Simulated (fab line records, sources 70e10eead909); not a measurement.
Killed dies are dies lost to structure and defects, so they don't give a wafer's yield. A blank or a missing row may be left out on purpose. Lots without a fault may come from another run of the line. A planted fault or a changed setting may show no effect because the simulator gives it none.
Problem report in the 8D (eight disciplines) form, filled by code | flow nand_harc | the parts of the form that need people (team, actions taken, sign-off) are left out

1. THE PROBLEM
thk_nm at NHARC_A_ONON_D2_THK_MEAS_08 reads a mean of 1158 nm on 2 wafers of 2 lots; wafers without a fault read 1000 nm with a standard deviation of 8.2. That is +19 standard deviations from the usual mean.
The step: measures by ellipsometry.
First seen on wafer L569.5, day 16 02:57, on film_metro-01. The record holds 42 wafers of 14 lots with a number at this step. Rule for "out", or "out of limits": more than 4 standard deviations from the usual mean. The other wafers with a number count as sound.

2. WHAT IT IS AND WHAT IT IS NOT
question                    | is                | is not
which readings at this step | thk_nm            | -
which lots                  | L569, L571        | L560, L570, L572, L574, L575, L576, L577, L578, L579, L581, L582, L583
which wafers of those lots  | L569.5, L571.4    | L569.2, L569.6, L571.1, L571.3
read on which gauges        | film_metro-01     | film_metro-02
when                        | from day 16 02:57 | up to then (5 sound wafers); but 35 sound wafers of L570, L571, L572, L574, L575, L576, L577, L578, L579, L581, L582, L583 came after

3. SUSPECTS, AND WHAT RULES EACH OUT
Counting: a tool at a process step up to the reading stays a suspect if it ran every lot that is out. Sound lots after the first of them don't rule it out here, since some wafers of a struck lot are sound.
- the gauge at NHARC_A_ONON_D2_THK_MEAS_08: ruled out. All the wafers that are out were read on film_metro-01, but those of them that NHARC_END_SORT_01 has rows for are out there too, on other tools.
- pecvd_onon-02 at NHARC_A_ONON_D2_DEP_06 (target thk 1000 nm): kept. It ran every lot that is out, first L569 (day 16 02:30).
Left after counting: pecvd_onon-02 at NHARC_A_ONON_D2_DEP_06.

4. THE CAUSE (what the simulator had put in)
Process parameter drift: pecvd_onon-02, from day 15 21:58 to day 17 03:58, at NHARC_A_ONON_D2_DEP_06. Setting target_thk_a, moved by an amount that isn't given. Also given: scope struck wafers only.
Counting left only this tool.

5. THE CHAIN OF EFFECTS, in route order
Each row: a reading whose mean over the struck wafers that have a number lies more than 3 standard deviations from the usual. Only readings for which the record gives a usual standard deviation are gone through. hours: the time from each lot's start at the first step in this table that gives one to its start at this step, as a median over the lots. sigmas: the change in usual standard deviations.
hours | step                        | reading         | usual   | on struck wafers | change | sigmas
0     | NHARC_A_ONON_D2_THK_MEAS_08 | thk_nm          | 1000 nm | 1158             | +158   | +19
301   | NHARC_END_SORT_01           | killed_at_array | 56      | 666              | +610   | +34
301   | NHARC_END_SORT_01           | killed_dies     | 61      | 677              | +616   | +32

6. WHAT WOULD HAVE CAUGHT IT SOONER
In this record the first reading out of limits at a measuring or inspecting step was taken at day 16 02:57, 5 hours after the fault began at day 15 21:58.
Of the lots that are out (2), L571 began NHARC_A_ONON_D2_DEP_06 on pecvd_onon-02 after day 16 02:57. A hold on the tool at that time would have spared it.
